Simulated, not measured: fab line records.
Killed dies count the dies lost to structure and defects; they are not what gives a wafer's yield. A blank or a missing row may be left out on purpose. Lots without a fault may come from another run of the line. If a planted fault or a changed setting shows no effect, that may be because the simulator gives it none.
fab line records ; flow n5Finfet ; part 2 of 2: steps 21 to 25 of 25
[record] lots = 5; wafers = 15; lastDay = 17
route steps=1938 shown BEOL_M15@1788
lots with no fault: from the same line, run without faults
startH: the number of hours between the record's first day and the start of the first shown wafer of the lot ; waitH: hours since the lot's step before ; " repeats the value in the row above ; L1.1+2: a single row standing in for several wafers ; - value missing, or start not given ; * or withheld: withheld ; < > ~ a bound
route shown NAME@n: names a module that has steps shown in the file, with the first one's number in the route ; usual: average and standard deviation across the fault-free wafers ; same: alike in all rows ; chamber/n: place in a boat ; sites: the reading at each site ; _std_site: the standard deviation of these ; _edge_site: the outer-site mean with the inner-site mean subtracted ; radiusMm: how far each site lies from the wafer's centre ; mask NAME#n: copy n ; behind: the tool/chamber that last shaped the wafer ; hold: reason for holding the lot/hours on hold/outcome of the hold ; device: transistor that didn't switch, given as n, p or np ; end of line: the route-end tests of the same wafers ; step lacking rows: just its recipe ; killed: at the first sort, the dies lost to defects and structure; wafer yield is something else ; map: a wafer's dies, marking killed ones x, the rest . and places with no die _
set.NAME: the setting that was run; set.NAME@STEP: the one run at that earlier step ; model.NAME: the simulator's own value behind a step, which no gauge read
lots at some steps of the route; a table a step, a row a wafer
services: from which hour (startH, from the record's first day; less than 0 if before it) a tool's chamber was out of use, for how many hours, and why
[[steps]]
[step N5_BEOL_M15_ETCH_61]
[recipe] chemistry = N2/H2; target = BARC; targetDepthA = 890; overetchA = 267; timeS = 67.9; ionEnergyEv = 200; pressureMtorr = 30; sourceW = 840; biasW = 150; n2FlowSccm = 200; h2FlowSccm = 200
[usual] biasW = 149.9/0.45; drypumpMotorCurrentA = 5.8/0.46; oesProductAu = 0.64/0.064; rfVppV = 523.7/2.7; showerheadPlenumPTorr = 2.53/0.09; throttleValvePct = 17.95/0.2
lot.wafer;tool;chamber;startH;waitH;biasW;drypumpMotorCurrentA;oesProductAu;rfHoursCounterH;rfVppV;showerheadPlenumPTorr;throttleValvePct
L079.2;rieDiel-01;1;291.97;0.0;150.0;6.5;0.72;75;524.5;2.58;17.91
L079.3;rieDiel-01;2;291.97;0.0;149.9;6.0;0.61;218;526.3;2.61;18.02
L079.5;rieDiel-01;2;291.97;0.0;149.9;6.0;0.61;-;525.4;2.61;18.03
L086.2;rieDiel-01;0;327.55;0.0;150.0;6.0;0.64;194;519.5;2.42;18.07
L086.5;rieDiel-01;1;327.55;0.0;150.7;6.5;0.72;-;525.1;2.58;17.94
L086.6;rieDiel-01;2;327.55;0.0;150.8;6.0;0.60;-;525.6;2.61;18.04
L088.1;rieDiel-01;1;340.71;0.0;149.0;6.5;0.71;91;523.5;2.58;17.94
L088.3;rieDiel-01;2;340.71;0.0;150.2;6.0;0.60;233;524.6;2.61;18.06
L088.4;rieDiel-01;0;340.71;0.0;149.1;6.0;0.63;198;519.4;2.41;18.06
L090.4;rieDiel-01;1;351.60;0.0;149.4;6.5;0.70;94;524.9;2.57;17.95
L090.5;rieDiel-01;2;351.60;0.0;150.8;6.0;0.59;-;525.2;2.61;18.05
L090.6;rieDiel-01;1;351.60;0.0;149.3;6.5;0.70;-;525.6;2.58;17.94
L097.1;rieDiel-05;3;390.68;0.0;149.8;5.6;0.75;27;526.4;2.61;17.67
L097.4;rieDiel-05;1;390.68;0.0;149.8;5.7;0.59;234;518.8;2.39;18.41
L097.5;rieDiel-05;0;390.68;0.0;150.4;5.9;0.67;-;526.1;2.65;17.87
[step N5_BEOL_M15_TRENCH_ETCH_34]
[recipe] chemistry = C4F8/O2/Ar; target = SiO2; targetDepthA = 8729.3; heInnerTorr = 15; heOuterTorr = 30; timeS = 199; ionEnergyEv = 800; pressureMtorr = 20; sourceW = 1905; biasW = 2040; Ar_flow_sccm = 400; C4F8_flow_sccm = 16; O2_flow_sccm = 12
[usual] biasW = 2040/5.7; drypumpMotorCurrentA = 5.8/0.46; oesProductAu = 0.74/0.077; rfVppV = 2234/35; showerheadPlenumPTorr = 3.43/0.12; throttleValvePct = 30.93/0.23
lot.wafer;tool;chamber;startH;waitH;biasW;drypumpMotorCurrentA;oesProductAu;rfHoursCounterH;rfVppV;showerheadPlenumPTorr;throttleValvePct
L079.2;rieDiel-01;1;292.02;0.0;2038;6.5;0.84;75;2211;3.45;30.65
L079.3;rieDiel-01;2;292.02;0.0;2034;6.0;0.70;218;2299;3.55;31.12
L079.5;rieDiel-01;2;292.02;0.0;2046;6.0;0.70;-;2297;3.55;31.11
L086.2;rieDiel-01;0;327.60;0.0;2043;6.0;0.75;194;2208;3.28;31.05
L086.5;rieDiel-01;1;327.60;0.0;2033;6.5;0.83;-;2211;3.45;30.66
L086.6;rieDiel-01;2;327.60;0.0;2042;6.0;0.69;-;2297;3.54;31.14
L088.1;rieDiel-01;1;340.76;0.0;2044;6.5;0.82;91;2211;3.45;30.66
L088.3;rieDiel-01;2;340.76;0.0;2042;6.0;0.69;233;2297;3.54;31.13
L088.4;rieDiel-01;0;340.76;0.0;2036;6.0;0.74;198;2209;3.28;31.06
L090.4;rieDiel-01;1;351.66;0.0;2036;6.5;0.83;94;2209;3.44;30.67
L090.5;rieDiel-01;2;351.66;0.0;2040;6.0;0.68;-;2297;3.54;31.14
L090.6;rieDiel-01;1;351.66;0.0;2043;6.5;0.82;-;2210;3.44;30.68
L097.1;rieDiel-05;3;390.73;0.0;2051;5.6;0.88;27;2244;3.52;30.78
L097.4;rieDiel-05;1;390.73;0.0;2047;5.7;0.68;234;2246;3.28;31.54
L097.5;rieDiel-05;0;390.73;0.0;2038;5.9;0.78;-;2307;3.58;31.08
[step N5_BEOL_M15_STRIP_36]
[recipe] chemistry = O2; powerW = 600; tempC = 60; pressureMtorr = 30; rfFrequencyHz = 6e+07; biasPowerW = 0; overashFraction = 0.3; o2FlowSccm = 225
[usual] drypumpMotorCurrentA = 5.7/0.4; oesProductAu = 0.76/0.095; rfVppV = 3.7/1; showerheadPlenumPTorr = 2.10/0.077; throttleValvePct = 16.75/0.25
lot.wafer;tool;chamber;startH;waitH;drypumpMotorCurrentA;oesProductAu;rfHoursCounterH;rfVppV;showerheadPlenumPTorr;throttleValvePct
L079.2;rieDiel-01;0;293.65;1.4;6.1;0.75;183;2.8;2.02;17.03
L079.3;rieDiel-01;3;293.65;1.4;5.0;0.70;228;2.6;2.00;16.83
L079.5;rieDiel-01;3;293.65;1.4;5.0;0.69;-;4.4;2.00;16.86
L086.2;rieDiel-05;1;329.74;2.0;5.7;0.69;218;2.9;1.99;17.15
L086.5;rieDiel-05;1;329.74;2.0;5.7;0.69;-;4.0;1.99;17.17
L086.6;rieDiel-05;0;329.74;2.0;5.9;0.80;-;4.1;2.18;16.69
L088.1;rieDiel-05;3;341.19;0.2;5.6;0.92;13;3.8;2.16;16.40
L088.3;rieDiel-05;1;341.19;0.2;5.7;0.69;221;4.2;1.99;17.20
L088.4;rieDiel-05;2;341.19;0.2;5.6;0.95;3;4.7;2.14;16.25
L090.4;rieDiel-05;3;358.86;7.0;5.6;0.90;18;3.8;2.15;16.41
L090.5;rieDiel-05;3;358.86;7.0;5.6;0.92;-;2.9;2.15;16.41
L090.6;rieDiel-05;2;358.86;7.0;5.6;0.94;-;3.6;2.14;16.25
L097.1;rieDiel-01;1;393.28;2.4;6.5;0.82;107;3.2;2.11;16.63
L097.4;rieDiel-01;2;393.28;2.4;6.0;0.67;-;1.9;2.13;16.86
L097.5;rieDiel-01;1;393.28;2.4;6.5;0.83;-;4.2;2.11;16.60
[step N5_BEOL_M15_STRIP_62]
[recipe] chemistry = O2; powerW = 600; tempC = 60; pressureMtorr = 30; rfFrequencyHz = 6e+07; biasPowerW = 0; overashFraction = 0.3; o2FlowSccm = 225
[usual] drypumpMotorCurrentA = 5.7/0.39; oesProductAu = 0.76/0.094; rfVppV = 3.6/0.49; showerheadPlenumPTorr = 2.10/0.076; throttleValvePct = 16.75/0.25
lot.wafer;tool;chamber;startH;waitH;drypumpMotorCurrentA;oesProductAu;rfHoursCounterH;rfVppV;showerheadPlenumPTorr;throttleValvePct
L079.2;rieDiel-01;0;-;-;6.0;0.74;183;3.7;2.02;17.04
L079.3;rieDiel-01;3;-;-;5.0;0.70;228;3.3;2.00;16.85
L079.5;rieDiel-01;3;-;-;5.0;0.69;-;3.1;2.00;16.86
L086.2;rieDiel-05;1;-;-;5.7;0.69;218;3.7;1.99;17.17
L086.5;rieDiel-05;1;-;-;5.7;0.68;-;3.4;1.99;17.17
L086.6;rieDiel-05;0;-;-;5.9;0.80;-;4.1;2.18;16.72
L088.1;rieDiel-05;3;-;-;5.6;0.91;13;3.6;2.16;16.43
L088.3;rieDiel-05;1;-;-;5.7;0.69;221;3.2;1.99;17.19
L088.4;rieDiel-05;2;-;-;5.6;0.93;3;3.2;2.14;16.26
L090.4;rieDiel-05;3;-;-;5.6;0.91;18;3.3;2.15;16.43
L090.5;rieDiel-05;3;-;-;5.6;0.91;-;3.6;2.15;16.43
L090.6;rieDiel-05;2;-;-;5.6;0.93;-;3.6;2.14;16.27
L097.1;rieDiel-01;1;-;-;6.5;0.82;107;3.6;2.11;16.63
L097.4;rieDiel-01;2;-;-;6.0;0.66;-;3.0;2.13;16.86
L097.5;rieDiel-01;1;-;-;6.5;0.82;-;4.3;2.11;16.62
[step N5_BEOL_M15_STRIP_37]
[recipe] chemistry = O2; powerW = 600; tempC = 60; pressureMtorr = 30; rfFrequencyHz = 6e+07; biasPowerW = 0; overashFraction = 0.3; o2FlowSccm = 225
[usual] drypumpMotorCurrentA = 5.7/0.39; oesProductAu = 0.76/0.094; rfVppV = 3.6/0.61; showerheadPlenumPTorr = 2.10/0.076; throttleValvePct = 16.75/0.25
lot.wafer;tool;chamber;startH;waitH;drypumpMotorCurrentA;oesProductAu;rfHoursCounterH;rfVppV;showerheadPlenumPTorr;throttleValvePct
L079.2;rieDiel-01;0;-;-;6.1;0.74;183;4.1;2.02;17.04
L079.3;rieDiel-01;3;-;-;5.0;0.70;228;3.1;2.00;16.86
L079.5;rieDiel-01;3;-;-;5.0;0.71;-;4.7;2.00;16.85
L086.2;rieDiel-05;1;-;-;5.7;0.69;218;3.6;1.99;17.18
L086.5;rieDiel-05;1;-;-;5.7;0.68;-;3.5;1.99;17.17
L086.6;rieDiel-05;0;-;-;5.8;0.79;-;3.1;2.18;16.71
L088.1;rieDiel-05;3;-;-;5.6;0.91;13;4.2;2.16;16.44
L088.3;rieDiel-05;1;-;-;5.7;0.68;221;2.7;1.99;17.20
L088.4;rieDiel-05;2;-;-;5.6;0.94;3;3.6;2.14;16.27
L090.4;rieDiel-05;3;-;-;5.6;0.91;18;3.0;2.15;16.43
L090.5;rieDiel-05;3;-;-;5.6;0.91;-;4.4;2.15;16.43
L090.6;rieDiel-05;2;-;-;5.6;0.94;-;4.3;2.14;16.30
L097.1;rieDiel-01;1;-;-;6.5;0.83;107;4.3;2.11;16.62
L097.4;rieDiel-01;2;-;-;5.9;0.67;-;4.1;2.13;16.89
L097.5;rieDiel-01;1;-;-;6.5;0.81;-;3.7;2.11;16.61
[[services]]
tool;chamber;startH;hours;kind
lithoTrack-04;-;289.46;-;consumableReplace:filter
rieDiel-05;3;291.67;-;clean
rieDiel-05;3;291.67;-;consumableReplace:focusRing
rieDiel-05;3;291.67;12.5;scheduledDown
rieDiel-05;3;291.67;12.5;ventCycle
lithoTrack-05;-;293.87;-;consumableReplace:filter
krfScanner-01;-;304.12;0.8;pm
rieDiel-05;2;312.84;-;clean
rieDiel-05;2;312.84;-;consumableReplace:focusRing
rieDiel-05;2;312.84;16.0;scheduledDown
rieDiel-05;2;312.84;16.0;ventCycle
wetBench-03;-;319.39;1.6;repair
wetBench-03;-;336.33;27.5;repair
krfScanner-01;-;349.87;11.6;pm
rieDiel-02;3;351.18;-;clean
rieDiel-02;3;351.18;-;consumableReplace:focusRing
rieDiel-05;0;365.70;8.6;repair
rieDiel-01;3;374.08;-;clean
rieDiel-01;3;374.08;-;consumableReplace:focusRing
rieDiel-01;3;374.08;-;consumableReplace:showerhead
rieDiel-01;3;374.08;19.6;scheduledDown
rieDiel-01;3;374.08;19.6;ventCycle
krfScanner-02;-;377.17;0.8;pm
wetBench-02;-;390.37;0.7;repair
